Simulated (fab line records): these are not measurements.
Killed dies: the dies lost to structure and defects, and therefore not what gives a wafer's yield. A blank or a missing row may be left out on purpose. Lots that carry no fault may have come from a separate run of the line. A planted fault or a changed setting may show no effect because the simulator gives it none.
fab line records -- flow nand-harc
record lots=7, wafers=21, last-day=32
route steps=1302 shown A_CONTACT@1050 END@1302
lots that met no fault: taken from a fault-free run of the same line
start-h: start of the lot's first displayed wafer, in hours after the record's first day -- wait-h: time in hours since the lot's previous step -- " identical to the entry in the row above -- L1.1+2: several wafers, shown together as one row -- - no value, or no start given -- * or withheld: withheld -- < > ~ a bound
route shown NAME@n: a module of which the file shows steps, and the number in the route of the first -- usual: the fault-free wafers' mean and standard deviation -- same: alike in all rows -- chamber/n: place in a boat -- sites: each site's reading -- _std_site: standard deviation of those values -- _edge_site: the outer-site mean with the inner-site mean subtracted -- radius-mm: how far each site lies from the wafer's centre -- mask NAME#n: copy n -- behind: tool/chamber where the wafer was last shaped -- hold: the reason the lot was held/the length of the hold in hours/how it ended -- device: names the non-switching transistor (n, p or np) -- end of line: the route-end tests of the same wafers -- where a step has no rows: the recipe by itself -- killed: dies lost to structure and defects at the first sort, not the wafer's yield -- map: a wafer's dies, marking killed ones x, the rest . and places with no die _
set.NAME: the setting that was run; set.NAME@STEP: the one run at that earlier step -- model.NAME: the simulator's own value behind a step, which no gauge read
a table for each step, a row for each wafer; lots at some steps of the route
services: the hour from which a tool's chamber was out of use, counted from the record's first day as start-h (under 0 if before that day), plus the number of hours and why
## steps
# step NHARC_A_CONTACT_ETCH_127
# recipe source-w=withheld, pressure-mtorr=20, bias-v=3000, time-s=197, target-depth-a=19180, ar-flow-sccm=withheld, c4f8-flow-sccm=withheld, o2-flow-sccm=withheld, chemistry=C4F8/O2/Ar
# step NHARC_A_CONTACT_ETCH_128
# recipe source-w=withheld, pressure-mtorr=20, bias-v=3000, time-s=197, target-depth-a=19180, ar-flow-sccm=withheld, c4f8-flow-sccm=withheld, o2-flow-sccm=withheld, chemistry=C4F8/O2/Ar
lot.wafer,tool,chamber,start-h,wait-h,rf-hours-counter-h
L748.1,har-cap-etch-02,1,525.26,0.1,90
L748.3,har-cap-etch-02,1,525.26,0.1,-
L748.6,har-cap-etch-02,0,525.26,0.1,-
L749.2,har-cap-etch-01,0,528.47,0.1,4
L749.4,har-cap-etch-01,0,528.47,0.1,-
L749.6,har-cap-etch-01,0,528.47,0.1,-
L750.3,har-cap-etch-02,1,539.17,0.1,-
L750.4,har-cap-etch-02,0,539.17,0.1,-
L750.6,har-cap-etch-02,1,539.17,0.1,-
L751.3,har-cap-etch-01,1,555.86,0.1,-
L751.4,har-cap-etch-01,0,555.86,0.1,-
L751.6,har-cap-etch-01,1,555.86,0.1,-
L760.1,har-cap-etch-03,1,653.93,0.1,69
L760.4,har-cap-etch-03,1,653.93,0.1,-
L760.6,har-cap-etch-03,1,653.93,0.1,-
L763.2,har-cap-etch-01,0,666.72,0.1,28
L763.3,har-cap-etch-01,0,666.72,0.1,-
L763.4,har-cap-etch-01,1,666.72,0.1,-
L765.4,har-cap-etch-01,1,696.71,0.1,-
L765.5,har-cap-etch-01,0,696.71,0.1,-
L765.6,har-cap-etch-01,1,696.71,0.1,-
# step NHARC_A_CONTACT_ETCH_129
# recipe source-w=withheld, pressure-mtorr=20, bias-v=3000, time-s=197, target-depth-a=19180, ar-flow-sccm=withheld, c4f8-flow-sccm=withheld, o2-flow-sccm=withheld, chemistry=C4F8/O2/Ar
# step NHARC_A_CONTACT_ETCH_130
# recipe source-w=withheld, pressure-mtorr=20, bias-v=3000, time-s=197, target-depth-a=19180, ar-flow-sccm=withheld, c4f8-flow-sccm=withheld, o2-flow-sccm=withheld, chemistry=C4F8/O2/Ar
lot.wafer,tool,chamber,start-h,wait-h,rf-hours-counter-h
L748.1,har-cap-etch-02,1,525.62,0.1,90
L748.3,har-cap-etch-02,1,525.62,0.1,-
L748.6,har-cap-etch-02,0,525.62,0.1,-
L749.2,har-cap-etch-01,0,528.82,0.1,4
L749.4,har-cap-etch-01,0,528.82,0.1,-
L749.6,har-cap-etch-01,0,528.82,0.1,-
L750.3,har-cap-etch-02,1,539.52,0.1,-
L750.4,har-cap-etch-02,0,539.52,0.1,-
L750.6,har-cap-etch-02,1,539.52,0.1,-
L751.3,har-cap-etch-01,1,556.22,0.1,-
L751.4,har-cap-etch-01,0,556.22,0.1,-
L751.6,har-cap-etch-01,1,556.22,0.1,-
L760.1,har-cap-etch-03,1,654.28,0.1,70
L760.4,har-cap-etch-03,1,654.28,0.1,-
L760.6,har-cap-etch-03,1,654.28,0.1,-
L763.2,har-cap-etch-01,0,667.07,0.1,28
L763.3,har-cap-etch-01,0,667.07,0.1,-
L763.4,har-cap-etch-01,1,667.07,0.1,-
L765.4,har-cap-etch-01,1,697.07,0.1,-
L765.5,har-cap-etch-01,0,697.07,0.1,-
L765.6,har-cap-etch-01,1,697.07,0.1,-
# step NHARC_A_CONTACT_ETCH_131
# recipe source-w=withheld, pressure-mtorr=20, bias-v=3000, time-s=197, target-depth-a=19180, ar-flow-sccm=withheld, c4f8-flow-sccm=withheld, o2-flow-sccm=withheld, chemistry=C4F8/O2/Ar
lot.wafer,tool,chamber,start-h,wait-h,rf-hours-counter-h
L748.1,har-cap-etch-02,1,525.80,0.1,91
L748.3,har-cap-etch-02,1,525.80,0.1,-
L748.6,har-cap-etch-02,0,525.80,0.1,-
L749.2,har-cap-etch-01,0,529.00,0.1,4
L749.4,har-cap-etch-01,0,529.00,0.1,-
L749.6,har-cap-etch-01,0,529.00,0.1,-
L750.3,har-cap-etch-02,1,539.70,0.1,-
L750.4,har-cap-etch-02,0,539.70,0.1,-
L750.6,har-cap-etch-02,1,539.70,0.1,-
L751.3,har-cap-etch-01,1,556.40,0.1,-
L751.4,har-cap-etch-01,0,556.40,0.1,-
L751.6,har-cap-etch-01,1,556.40,0.1,-
L760.1,har-cap-etch-03,1,654.46,0.1,70
L760.4,har-cap-etch-03,1,654.46,0.1,-
L760.6,har-cap-etch-03,1,654.46,0.1,-
L763.2,har-cap-etch-01,0,667.25,0.1,28
L763.3,har-cap-etch-01,0,667.25,0.1,-
L763.4,har-cap-etch-01,1,667.25,0.1,-
L765.4,har-cap-etch-01,1,697.25,0.1,-
L765.5,har-cap-etch-01,0,697.25,0.1,-
L765.6,har-cap-etch-01,1,697.25,0.1,-
# step NHARC_A_CONTACT_ETCH_132
# recipe source-w=withheld, pressure-mtorr=20, bias-v=3000, time-s=197, target-depth-a=19240, ar-flow-sccm=withheld, c4f8-flow-sccm=withheld, o2-flow-sccm=withheld, chemistry=C4F8/O2/Ar
# step NHARC_A_CONTACT_ETCH_133
# recipe source-w=withheld, pressure-mtorr=20, bias-v=400, time-s=374, target-depth-a=16100, ar-flow-sccm=withheld, c4f8-flow-sccm=11.5, o2-flow-sccm=7.2, chemistry=C4F8/O2/Ar
# step NHARC_A_CONTACT_ETCH_91
# recipe target-depth-a=400, over-etch-frac=0.5, time-s=85.7, ion-energy-ev=120, ch3f-flow-sccm=50, o2-flow-sccm=30, ar-flow-sccm=200, rf-w=500, bias-w=100, chemistry=CH3F/O2
# step NHARC_A_CONTACT_ETCH_97
# recipe target-depth-a=200, over-etch-frac=0.5, time-s=10, ion-energy-ev=250, c4f6-flow-sccm=25, o2-flow-sccm=20, ar-flow-sccm=500, rf-w=600, bias-w=500, chemistry=C4F6/O2
# step NHARC_A_CONTACT_CD_MEAS_80
# usual cd-nm=289.7/0.83
lot.wafer,tool,chamber,start-h,wait-h,cd-nm
L748.1,cd-sem-01,-,527.13,-,290.7
L748.3,cd-sem-01,-,527.13,-,290.5
L748.6,cd-sem-01,-,527.13,-,290.9
L749.2,cd-sem-02,-,530.37,-,289.8
L749.4,cd-sem-02,-,530.37,-,289.0
L749.6,cd-sem-02,-,530.37,-,289.3
L750.3,cd-sem-03,-,541.01,-,289.4
L750.4,cd-sem-03,-,541.01,-,289.7
L750.6,cd-sem-03,-,541.01,-,289.8
L751.3,cd-sem-03,-,557.70,-,288.4
L751.4,cd-sem-03,-,557.70,-,288.1
L751.6,cd-sem-03,-,557.70,-,287.9
L760.1,cd-sem-03,-,655.81,-,289.7
L760.4,cd-sem-03,-,655.81,-,288.7
L760.6,cd-sem-03,-,655.81,-,290.0
L763.2,cd-sem-01,-,668.61,-,290.8
L763.3,cd-sem-01,-,668.61,-,290.6
L763.4,cd-sem-01,-,668.61,-,290.0
L765.4,cd-sem-02,-,698.53,-,289.0
L765.5,cd-sem-02,-,698.53,-,289.4
L765.6,cd-sem-02,-,698.53,-,289.5
# step NHARC_A_CONTACT_STRIP_103
# recipe n2-flow-sccm=150, h2-flow-sccm=150, ar-flow-sccm=0, bias-w=0, chemistry=N2/H2
# step NHARC_A_CONTACT_STRIP_104
# recipe cf4-flow-sccm=100, chf3-flow-sccm=30, ar-flow-sccm=0, bias-w=0, chemistry=CF4/CHF3
# step NHARC_A_CONTACT_STRIP_105
# recipe o2-flow-sccm=400, cos-flow-sccm=20, ar-flow-sccm=0, bias-w=0, chemistry=O2/COS
lot.wafer,tool,chamber,start-h,wait-h
L748.3+1+6,rie-diel-02,"3,1,3",527.37,0.1
L749.4+2+6,rie-diel-02,"2,0,2",530.60,0.0
L750.4+3+6,rie-diel-02,"2,1,3",541.23,0.1
L751.4+3+6,rie-diel-02,"0,1,0",557.93,0.1
L760.4+1+6,rie-diel-02,"0,1,3",656.05,0.1
L763.3+2+4,rie-diel-02,"3,0,2",668.84,0.1
L765.4+5+6,rie-diel-10,"3,1,2",698.76,0.1
# step NHARC_A_CONTACT_ETCH_106
# recipe target-depth-a=900, overetch-a=90, time-s=49.5, ion-energy-ev=100, cf4-flow-sccm=80, o2-flow-sccm=20, ar-flow-sccm=0, rf-w=300, bias-w=100, chemistry=CF4/O2
# usual bias-w=100.04/0.3, drypump-motor-current-A=5.7/0.43, oes-product-au=0.998/0.0099, rf-vpp-V=197.6/1.5, showerhead-plenum-p-Torr=1.32/0.064, throttle-valve-pct=13.396/0.0082
lot.wafer,tool,chamber,start-h,wait-h,bias-w,drypump-motor-current-A,oes-product-au,rf-hours-counter-h,rf-vpp-V,showerhead-plenum-p-Torr,throttle-valve-pct
L748.3,rie-diel-02,3,527.43,0.1,99.87,6.1,1.002,23,196.9,1.29,13.399
L748.1,rie-diel-02,0,527.43,0.1,100.03,5.8,1.015,21,196.1,1.25,13.395
L748.6,rie-diel-02,2,527.43,0.1,100.28,5.1,1.000,-,197.9,1.33,13.390
L749.4,rie-diel-02,1,530.66,0.1,100.17,6.2,0.992,21,200.0,1.40,13.410
L749.2,rie-diel-02,2,530.66,0.1,99.85,5.1,0.986,22,196.4,1.33,13.394
L749.6,rie-diel-02,1,530.66,0.1,100.90,6.2,0.984,-,199.2,1.40,13.383
L750.3,rie-diel-02,1,541.30,0.0,100.18,6.2,0.995,22,198.7,1.40,13.380
L750.4,rie-diel-02,0,541.30,0.0,100.18,5.8,1.002,23,197.8,1.25,13.397
L750.6,rie-diel-02,1,541.30,0.0,100.12,6.2,0.999,-,199.9,1.40,13.411
L751.4,rie-diel-02,3,558.00,0.1,100.15,6.1,1.001,27,197.1,1.29,13.390
L751.3,rie-diel-02,0,558.00,0.1,99.64,5.8,1.020,26,197.2,1.25,13.388
L751.6,rie-diel-02,1,558.00,0.1,100.11,6.2,0.999,-,197.9,1.40,13.394
L760.4,rie-diel-02,2,656.12,0.1,100.21,5.1,0.985,16,197.5,1.32,13.401
L760.1,rie-diel-02,3,656.12,0.1,99.61,6.1,0.990,14,197.6,1.29,13.408
L760.6,rie-diel-02,0,656.12,0.1,100.10,5.8,0.999,-,196.6,1.25,13.394
L763.3,rie-diel-02,1,668.90,0.1,99.85,6.2,1.002,15,198.0,1.40,13.402
L763.2,rie-diel-02,2,668.90,0.1,99.77,5.1,0.988,20,197.7,1.32,13.395
L763.4,rie-diel-02,3,668.90,0.1,100.29,6.1,0.988,18,196.9,1.29,13.396
L765.4,rie-diel-10,3,698.83,0.1,100.38,5.5,1.012,26,199.0,1.42,13.393
L765.5,rie-diel-10,0,698.83,0.1,100.00,5.2,1.016,-,197.2,1.28,13.393
L765.6,rie-diel-10,1,698.83,0.1,99.62,6.0,1.012,-,193.8,1.23,13.395
# step NHARC_A_CONTACT_STRIP_82
# recipe o2-flow-sccm=500, ar-flow-sccm=0, bias-w=0, chemistry=O2
# step NHARC_A_CONTACT_STRIP_83
# recipe time-s=600, temp-c=30, chemistry=post-etch-residue-remover
# step NHARC_A_CONTACT_DEP_84
# recipe target-thk-a=28000, temp-c=400, material=aC
# step NHARC_A_CONTACT_DEP_85
# recipe target-thk-a=600, target-thk-nm=60, temp-c=400, pressure-torr=3.5, flow-sccm=200, rf-w=350, material=SiON
# usual heater-power-w=800/110
lot.wafer,tool,chamber,start-h,wait-h,heater-power-w
L748.1,pecvd-01,1,529.82,1.4,933
L748.3,pecvd-01,2,529.82,1.4,631
L748.6,pecvd-01,1,529.82,1.4,923
L749.2,pecvd-04,1,534.06,1.2,781
L749.4,pecvd-04,2,534.06,1.2,768
L749.6,pecvd-04,0,534.06,1.2,823
L750.3,pecvd-01,1,543.81,0.9,999
L750.4,pecvd-01,1,543.81,0.9,1022
L750.6,pecvd-01,2,543.81,0.9,650
L751.3,pecvd-02,0,563.71,0.9,734
L751.6,pecvd-02,0,563.71,0.9,739
L751.4,pecvd-02,1,563.71,0.9,1019
L760.1,pecvd-01,0,658.56,1.5,889
L760.4,pecvd-01,2,658.56,1.5,695
L760.6,pecvd-01,1,658.56,1.5,903
L763.2,pecvd-04,2,674.96,1.2,671
L763.3,pecvd-04,0,674.96,1.2,903
L763.4,pecvd-04,1,674.96,1.2,791
L765.5,pecvd-02,1,703.33,0.4,959
L765.6,pecvd-02,2,703.33,0.4,697
L765.4,pecvd-02,0,703.33,0.4,703
# step NHARC_A_CONTACT_DEHYDRATE_00
# recipe temp-c=150, time-s=120
# step NHARC_A_CONTACT_HMDS_01
# recipe time-s=30
# step NHARC_A_CONTACT_COAT_86
# recipe temp-c=260, time-s=75
# step NHARC_A_CONTACT_COAT_87
# recipe temp-c=225, time-s=65
# step NHARC_A_CONTACT_COAT_02
# recipe spin-rpm=1500, resist-thk-nm=90
# step NHARC_A_CONTACT_SOFTBAKE_03
# recipe temp-c=105, time-s=55
# step NHARC_A_CONTACT_EBR_04
# step NHARC_A_CONTACT_EXPOSE_05
# recipe na=1.35, sigma-outer=0.8, dose-mj=84.24, mask-id=A_CC
# step NHARC_A_CONTACT_PEB_06
# recipe peb-temp-c=100, peb-time-s=65
# step NHARC_A_CONTACT_DEVELOP_07
# recipe develop-time-s=35, dev-temp-c=23
# step NHARC_A_CONTACT_CD_MEAS_08
# recipe target-cd-nm=200, landing-energy-ev=500
# usual cd-nm=200.0/0.54
lot.wafer,tool,chamber,start-h,wait-h,cd-nm
L748.1,cd-sem-03,0,530.54,-,200.8
L748.3,cd-sem-03,0,530.54,-,200.4
L748.6,cd-sem-03,0,530.54,-,200.2
L749.2,cd-sem-01,0,534.73,-,201.1
L749.4,cd-sem-01,0,534.73,-,200.5
L749.6,cd-sem-01,0,534.73,-,200.1
L750.3,cd-sem-03,0,544.51,-,199.5
L750.4,cd-sem-03,0,544.51,-,199.4
L750.6,cd-sem-03,0,544.51,-,200.1
L751.3,cd-sem-03,0,564.43,-,201.3
L751.4,cd-sem-03,0,564.43,-,200.5
L751.6,cd-sem-03,0,564.43,-,200.4
L760.1,cd-sem-02,0,659.25,-,199.8
L760.4,cd-sem-02,0,659.25,-,199.7
L760.6,cd-sem-02,0,659.25,-,200.1
L763.2,cd-sem-03,0,675.53,-,199.9
L763.3,cd-sem-03,0,675.53,-,200.1
L763.4,cd-sem-03,0,675.53,-,200.3
L765.4,cd-sem-01,0,703.97,-,199.9
L765.5,cd-sem-01,0,703.97,-,199.2
L765.6,cd-sem-01,0,703.97,-,200.5
# step NHARC_A_CONTACT_OVL_MEAS_09
# usual overlay-x-nm=0.0/1, overlay-y-nm=0.1/0.79
lot.wafer,tool,chamber,start-h,wait-h,overlay-x-nm,overlay-y-nm
L748.1,overlay-02,-,530.63,-,-0.5,0.2
L748.3,overlay-02,-,530.63,-,0.2,0.4
L748.6,overlay-02,-,530.63,-,0.3,-0.4
L749.2,overlay-02,-,534.82,-,0.5,-1.0
L749.4,overlay-02,-,534.82,-,0.4,-0.5
L749.6,overlay-02,-,534.82,-,0.2,-0.7
L750.3,overlay-02,-,544.59,-,-0.5,0.3
L750.4,overlay-02,-,544.59,-,-0.1,0.1
L750.6,overlay-02,-,544.59,-,-0.1,0.4
L751.3,overlay-01,-,564.52,-,0.1,-0.2
L751.4,overlay-01,-,564.52,-,-0.7,-0.5
L751.6,overlay-01,-,564.52,-,0.1,-0.6
L760.1,overlay-01,-,659.34,-,-1.1,0.9
L760.4,overlay-01,-,659.34,-,-0.1,1.3
L760.6,overlay-01,-,659.34,-,-0.9,1.2
L763.2,overlay-01,-,675.62,-,1.2,-0.2
L763.3,overlay-01,-,675.62,-,1.8,-0.4
L763.4,overlay-01,-,675.62,-,1.4,-0.9
L765.4,overlay-01,-,704.05,-,-0.8,-0.1
L765.5,overlay-01,-,704.05,-,-0.9,0.5
L765.6,overlay-01,-,704.05,-,-1.0,0.5
# step NHARC_END_SORT_01
# recipe temp-c=25
# usual killed-at-array=59/16, killed-at-other=0.8/1.1, killed-at-periphery=3.6/2.4, killed-dies=64/16, killed-open=3.4/1.8, killed-short=2.5/1.6
# same gross-dies=677
lot.wafer,tool,chamber,start-h,wait-h,killed-at-array,killed-at-other,killed-at-periphery,killed-dies,killed-open,killed-short
L750.3,prober-01,0,602.78,3.1,120,1,4,125,2,3
L750.4,prober-01,0,603.57,3.4,130,4,3,137,3,3
L750.6,prober-01,0,605.16,4.0,104,0,2,106,5,1
L749.2,prober-02,0,614.29,2.8,131,0,2,133,4,3
L749.4,prober-02,0,615.89,3.4,155,0,0,155,3,3
L749.6,prober-02,0,617.48,4.0,138,0,2,140,1,3
L751.3,prober-02,0,637.79,3.1,140,0,2,142,2,0
L751.4,prober-02,0,638.60,3.4,122,1,1,124,4,2
L751.6,prober-02,0,640.21,4.0,129,2,3,134,7,5
L760.6,prober-01,0,712.64,4.0,51,0,10,61,2,4
# killed by level:class
L750.3 A_CONTACT:unspecified=78 A_CHANNEL_HOLE_D2:chamber-film-flake=29 A_CHANNEL_HOLE_D1:chamber-film-flake=4 A_CONTACT:chamber-film-flake=4 P_GATE:chamber-film-flake=2 P_CONTACT:geometric-particle:open=1 A_CHANNEL_FILL_D1:geometric-particle:short=1 A_CHANNEL_FILL_D2:geometric-particle:short=1
L750.4 A_CONTACT:unspecified=94 A_CHANNEL_HOLE_D2:chamber-film-flake=19 A_CHANNEL_HOLE_D1:chamber-film-flake=5 THIN_TSV:chamber-film-flake=4 P_GATE:chamber-film-flake=3 A_WL_FILL:geometric-particle:short=2 A_STAIRCASE:chamber-film-flake=2 A_CONTACT:chamber-film-flake=2
L750.6 A_CONTACT:unspecified=52 A_CHANNEL_HOLE_D2:chamber-film-flake=36 A_CHANNEL_HOLE_D1:chamber-film-flake=5 A_STAIRCASE:chamber-film-flake=3 A_WL_FILL:geometric-particle:open=2 A_CONTACT:chamber-film-flake=2 P_GATE:geometric-particle:open=1 A_CHANNEL_FILL_D1:geometric-particle:short=1
L749.2 A_CONTACT:unspecified=85 A_CHANNEL_HOLE_D2:chamber-film-flake=18 A_SLIT:chamber-film-flake=10 A_STAIRCASE:chamber-film-flake=9 A_CHANNEL_FILL_D1:geometric-particle:short=2 A_CONTACT:chamber-film-flake=2 A_ONON_D1:geometric-particle:open=1 A_DECK1_JOINT:geometric-particle:open=1
L749.4 A_CONTACT:unspecified=91 A_SLIT:chamber-film-flake=29 A_CHANNEL_HOLE_D2:chamber-film-flake=14 A_STAIRCASE:chamber-film-flake=7 A_M0:chamber-film-flake=4 A_CONTACT:chamber-film-flake=2 A_ONON_D1:geometric-particle:short=1 A_CHANNEL_FILL_D1:geometric-particle:short=1
L749.6 A_CONTACT:unspecified=90 A_SLIT:chamber-film-flake=16 A_CHANNEL_HOLE_D2:chamber-film-flake=14 A_STAIRCASE:chamber-film-flake=10 A_CONTACT:chamber-film-flake=4 P_M1:geometric-particle:open=1 A_CHANNEL_FILL_D1:geometric-particle:short=1 A_ONON_D2:geometric-particle:short=1
L751.3 A_CONTACT:unspecified=69 A_CHANNEL_HOLE_D1:chamber-film-flake=39 A_CHANNEL_HOLE_D2:chamber-film-flake=17 A_STAIRCASE:chamber-film-flake=7 P_ZERO_WELL:chamber-film-flake=2 A_CHANNEL_FILL_D1:chamber-film-flake=2 A_SLIT:chamber-film-flake=2 A_ONON_D2:geometric-particle:open=1
L751.4 A_CONTACT:unspecified=90 A_CHANNEL_HOLE_D1:chamber-film-flake=19 A_STAIRCASE:chamber-film-flake=3 A_SOURCE_PLATE:geometric-particle:open=1 A_CHANNEL_FILL_D1:geometric-particle:open=1 A_DECK1_JOINT:chamber-film-flake=1 A_DECK1_JOINT:geometric-particle:short=1 A_CHANNEL_HOLE_D2:geometric-particle:short=1
L751.6 A_CONTACT:unspecified=86 A_CHANNEL_HOLE_D1:chamber-film-flake=20 A_CHANNEL_HOLE_D2:chamber-film-flake=5 A_STAIRCASE:chamber-film-flake=3 A_CHANNEL_FILL_D1:geometric-particle:short=2 A_CONTACT:chamber-film-flake=2 THIN_TSV:chamber-film-flake=2 P_CONTACT:geometric-particle:open=1
L760.6 A_CHANNEL_HOLE_D2:chamber-film-flake=23 P_CONTACT:chamber-film-flake=7 A_CHANNEL_HOLE_D1:chamber-film-flake=7 A_SLIT:chamber-film-flake=7 A_CHANNEL_FILL_D2:chamber-film-flake=4 A_CHANNEL_HOLE_D2:geometric-particle:short=2 P_STI:chamber-film-flake=2 A_WL_FILL:chamber-film-flake=2
# map L749.4 (x killed, . not)
____________.____________
_________......._________
_______..xx....x.._______
______...xx.....x..______
_____x..........x..._____
____......x..........____
____......x..........____
___...................___
___...................___
__.....................__
__.....................__
_......................._
_...x..................._
_......................._
_........x.............._
_.......x..............._
.......x.................
.....xxx.xx..............
......x.xx.x..x..........
x....xx.xxx.x............
.....xxxxxxxx............
_......xxxx.x.x........._
_.....xxxxxxxxx........._
_.......xxxxxx.........._
_......xxxxxxx.........._
_....xxxxxxxxxxx........_
__....xxxxxxxxx........__
__.....xxxxxxxx...x....__
___...xxxxxxxxxx..x...___
___....xxxxxxxxx.x....___
____..xxxxxxxxx...x..____
____...xxxxxxxxx.....____
_____..xxxxxxx......_____
______..x.xxxx.x...______
_______..xx..xx..._______
_________.x.x..._________
____________.____________
# map L750.4 (x killed, . not)
____________.____________
_________......._________
_______..........._______
______.............______
_____.x....x........_____
____................x____
____.x.x......x.x....____
___...................___
___....x..............___
__.....................__
__..............x..x...__
_................x...x.._
_....x.................._
_..............x........_
_................x.....x_
_......................._
.........................
........x................
......x..................
........xxxx.............
.......xxxx..............
_.....x.xxx............._
_.......xxxxxx.......xx._
_.......xxxxxx.........._
_.....xxxxxxxxx........._
_....x.xxxxxxxxx........_
__.....xxxxxxxx........__
__....xxxxxxxxxx.x.....__
___....xxxxxxxxxx.....___
___..xxxxxxxxxx.......___
____..x.xxxxxxxx.....____
____...x.xxxxxx......____
_____...xxxxxxxx...._____
______..xxxxx.x....______
_______....xxx...._______
_________xx....._________
____________.____________
## services
tool,chamber,start-h,hours,kind
har-cap-etch-01,0,514.62,-,clean
har-cap-etch-01,1,514.62,-,clean
rie-diel-02,0,525.25,-,clean
rie-diel-02,1,525.25,-,clean
rie-diel-02,2,525.25,-,clean
rie-diel-02,3,525.25,-,clean
rie-diel-02,0,549.75,-,clean
rie-diel-02,1,549.75,-,clean
rie-diel-02,2,549.75,-,clean
rie-diel-02,3,549.75,-,clean
rie-diel-02,-,570.71,9.0,pm
rie-diel-02,0,570.71,9.0,vent-cycle
rie-diel-02,1,570.71,9.0,vent-cycle
rie-diel-02,2,570.71,9.0,vent-cycle
rie-diel-02,3,570.71,9.0,vent-cycle
rie-diel-02,0,579.71,-,clean
rie-diel-02,1,579.71,-,clean
rie-diel-10,-,596.94,9.0,pm
rie-diel-02,1,619.88,12.7,repair
rie-diel-02,3,624.78,5.7,repair
pecvd-04,-,631.37,13.0,pm
pecvd-01,-,674.85,13.0,pm
pecvd-02,2,677.53,22.7,repair
pecvd-01,2,689.93,17.6,repair
## key
first-sign step=NHARC_END_SORT_01, reading=killed-dies, direction=up, sigmas=4.4, usual=64, struck=133
effect step=NHARC_END_SORT_01, reading=killed-at-array, direction=up, sigmas=4.4, usual=59, struck=130
more-kills-born-at NHARC_A_CONTACT_STRIP_105@rie-diel-02=735
met-at NHARC_A_CONTACT_STRIP_105
struck-wafers L749.2,L749.4,L749.6,L750.3,L750.4,L750.6,L751.3,L751.4,L751.6
tester-left-out L749,L750,L751
onset-between 527.37 530.60
fault kind=chamber-particle-source, tool=rie-diel-02, chamber=-, onset-h=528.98, steps=NHARC_A_CONTACT_STRIP_105, rate-per-visit-cm2=1.3051, end-h=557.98
# tester-left-out: of these lots the tester's yield and bins aren't shown, on N5 and GAA mostly nor the transistor test; their killed dies are dies lost to structure and defects alone, not to doping, threshold or leakage, so they don't give the yield
